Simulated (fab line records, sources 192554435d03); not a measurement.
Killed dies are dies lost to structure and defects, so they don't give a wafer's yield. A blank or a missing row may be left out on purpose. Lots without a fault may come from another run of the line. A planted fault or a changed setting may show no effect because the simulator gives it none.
Which tool did it? | flow n5_finfet | 14 lots, 41 wafers sampled, at 3 steps of a route of 1938

WHAT THE GAUGES READ, wafer by wafer
N5_FIN_SAQP_CD_MEAS_27: target cd 20 nm. Usual: cd_nm 20.23 nm, standard deviation 0.26.
lot  | measured    | on        | cd_nm (nm)        | flag
L368 | day 2 00:59 | cd_sem-01 | 20.03 20.66 20.51 |
L369 | day 2 07:28 | cd_sem-02 | 20.09 20.19 20.31 |
L370 | day 2 11:49 | cd_sem-01 | 20.24 20.34 20.09 |
L372 | day 3 01:14 | cd_sem-03 | 20.26 20.49 20.63 |
L373 | day 3 06:53 | cd_sem-01 | 19.93 20.17 20.04 |
L375 | day 3 18:25 | cd_sem-02 | 20.42 20.06 20.44 |
L376 | day 4 02:41 | cd_sem-01 | 20.17 19.90 20.28 |
L377 | day 4 06:58 | cd_sem-03 | 20.13 20.59 20.09 |
L378 | day 4 11:44 | cd_sem-02 | 20.71 20.25 20.95 |
L379 | day 5 01:50 | cd_sem-03 | 20.11 20.11 20.07 |
L380 | day 5 04:55 | cd_sem-03 | 19.78 20.23 20.14 |
L381 | day 5 08:26 | cd_sem-02 | 20.36 20.49 20.10 |
L383 | day 5 17:55 | cd_sem-02 | 20.17 15.48       | OFF
L385 | day 6 06:07 | cd_sem-03 | 20.38 15.91 15.65 | OFF

WHICH TOOL RAN EACH LOT (tool, then ch and the chambers of the sampled wafers, then the start)
lot  | N5_FIN_SAQP_PECVD_47           | N5_FIN_SAQP_SPACER1_ALD_24
L368 | pecvd-03 ch 0,1,2, day 1 20:38 | ald_sin-03 ch 0,1,3, day 2 00:04
L369 | pecvd-01 ch 0,1, day 2 04:37   | ald_sin-01 ch 0,1, day 2 06:32
L370 | pecvd-03 ch 0,1, day 2 08:41   | ald_sin-04 ch 0,1,2, day 2 10:53
L372 | pecvd-01 ch 0,1,2, day 2 21:44 | ald_sin-04 ch 0,1,3, day 3 00:12
L373 | pecvd-01 ch 1,2, day 3 03:32   | ald_sin-03 ch 0,2, day 3 05:54
L375 | pecvd-01 ch 0,1,2, day 3 15:34 | ald_sin-03 ch 1,2,3, day 3 17:26
L376 | pecvd-01 ch 0,1, day 3 23:31   | ald_sin-01 ch 1,3, day 4 01:35
L377 | pecvd-04 ch 0,1,2, day 4 03:52 | ald_sin-01 ch 0,1, day 4 06:02
L378 | pecvd-04 ch 0,1, day 4 08:39   | ald_sin-03 ch 0,1,2, day 4 10:49
L379 | pecvd-03 ch 0,1,2, day 4 18:10 | ald_sin-03 ch 0,2,3, day 5 01:10
L380 | pecvd-04 ch 0,2, day 5 00:37   | ald_sin-01 ch 0,1, day 5 03:51
L381 | pecvd-01 ch 0,1,2, day 5 05:37 | ald_sin-01 ch 0,2,3, day 5 07:29
L383 | pecvd-03 ch 0, day 5 15:15     | ald_sin-03 ch 1,3, day 5 16:58
L385 | pecvd-01 ch 0,1, day 6 03:02   | ald_sin-03 ch 0,1,3, day 6 05:12
- N5_FIN_SAQP_PECVD_47: deposits a-Si from SiH4/He, target thk 45 nm, time 36.3 s.
- N5_FIN_SAQP_SPACER1_ALD_24: deposits SiO2, target thk 20.3 nm, pulse time 1 s, purge time 2 s.

WHAT THE TOOLS THEMSELVES READ (means of the sampled wafers that have a number; where no wafer has one, the mark that the record gives instead)
N5_FIN_SAQP_PECVD_47. Usual: heater_power_outer_w 550 W, standard deviation 77; heater_power_w 909 W, standard deviation 110; showerhead_plenum_p_Torr 5.69 Torr, standard deviation 0.035; throttle_valve_pct 18.2 %, standard deviation 0.92.
lot  | tool     | heater_power_outer_w (W) | heater_power_w (W) | showerhead_plenum_p_Torr (Torr) | throttle_valve_pct (%) | flag
L368 | pecvd-03 | 538                      | 866                | 5.71                            | 17.6                   |
L369 | pecvd-01 | 604                      | 1021               | 5.69                            | 18.4                   |
L370 | pecvd-03 | 476                      | 780                | 5.67                            | 17.9                   |
L372 | pecvd-01 | 525                      | 892                | 5.68                            | 17.7                   |
L373 | pecvd-01 | 460                      | 774                | 5.70                            | 17.5                   |
L375 | pecvd-01 | 594                      | 970                | 5.68                            | 17.8                   |
L376 | pecvd-01 | 565                      | 973                | 5.70                            | 18.3                   |
L377 | pecvd-04 | 556                      | 909                | 5.68                            | 19.0                   |
L378 | pecvd-04 | 599                      | 952                | 5.67                            | 19.3                   |
L379 | pecvd-03 | 527                      | 871                | 5.71                            | 17.9                   |
L380 | pecvd-04 | 537                      | 891                | 5.71                            | 18.7                   |
L381 | pecvd-01 | 566                      | 923                | 5.68                            | 17.8                   |
L383 | pecvd-03 | 503                      | 832                | 5.74                            | 18.0                   |
L385 | pecvd-01 | 613                      | 1018               | 5.67                            | 17.9                   |

N5_FIN_SAQP_SPACER1_ALD_24. Usual: heater_power_outer_w 277 W, standard deviation 38; heater_power_w 491 W, standard deviation 49; precursor_pulse_height_rel 0.999, standard deviation 0.019.
lot  | tool       | heater_power_outer_w (W) | heater_power_w (W) | precursor_pulse_height_rel | flag
L368 | ald_sin-03 | 263                      | 478                | 0.998                      |
L369 | ald_sin-01 | 308                      | 526                | 1.006                      |
L370 | ald_sin-04 | 237                      | 450                | 0.997                      |
L372 | ald_sin-04 | 262                      | 472                | 0.992                      |
L373 | ald_sin-03 | 285                      | 494                | 0.984                      |
L375 | ald_sin-03 | 269                      | 477                | 1.010                      |
L376 | ald_sin-01 | 252                      | 456                | 0.984                      |
L377 | ald_sin-01 | 306                      | 526                | 1.001                      |
L378 | ald_sin-03 | 259                      | 463                | 0.997                      |
L379 | ald_sin-03 | 288                      | 502                | 1.005                      |
L380 | ald_sin-01 | 317                      | 520                | 0.983                      |
L381 | ald_sin-01 | 279                      | 505                | 0.977                      |
L383 | ald_sin-03 | 256                      | 466                | 0.999                      |
L385 | ald_sin-03 | 270                      | 484                | 0.999                      |

THE ANSWER, worked out from the rows above alone
Rule: a lot is off if the mean of its wafers that have a number lies more than 3 standard deviations from the usual mean. A lot without any number at a reading at which 4 lots or more have one is off too. The other lots that the step has rows for count as sound. The gauges are gone through in route order, then the tools' own readings, and for those a lot's mean is taken as printed above. The first step at which some lot is off is used, and at that step the reading that is off furthest; a lot without a number counts as furthest.
Off: L383, L385, at N5_FIN_SAQP_CD_MEAS_27 (cd_nm).
A tool fits if, at a process step before that reading, it ran every lot that is off, and no sound lot after the first of them. The gauges at N5_FIN_SAQP_CD_MEAS_27 are tried like those tools. One fits: ald_sin-03 at N5_FIN_SAQP_SPACER1_ALD_24. Its last sound lot is L379 (day 5 01:10), its first lot that is off L383 (day 5 16:58): a fault that began between those two fits.

WHAT THE SIMULATOR HAD PUT IN
Process parameter drift: ald_sin-03, from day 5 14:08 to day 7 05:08, at N5_FIN_SAQP_SPACER1_ALD_24. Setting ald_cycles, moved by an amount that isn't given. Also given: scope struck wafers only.
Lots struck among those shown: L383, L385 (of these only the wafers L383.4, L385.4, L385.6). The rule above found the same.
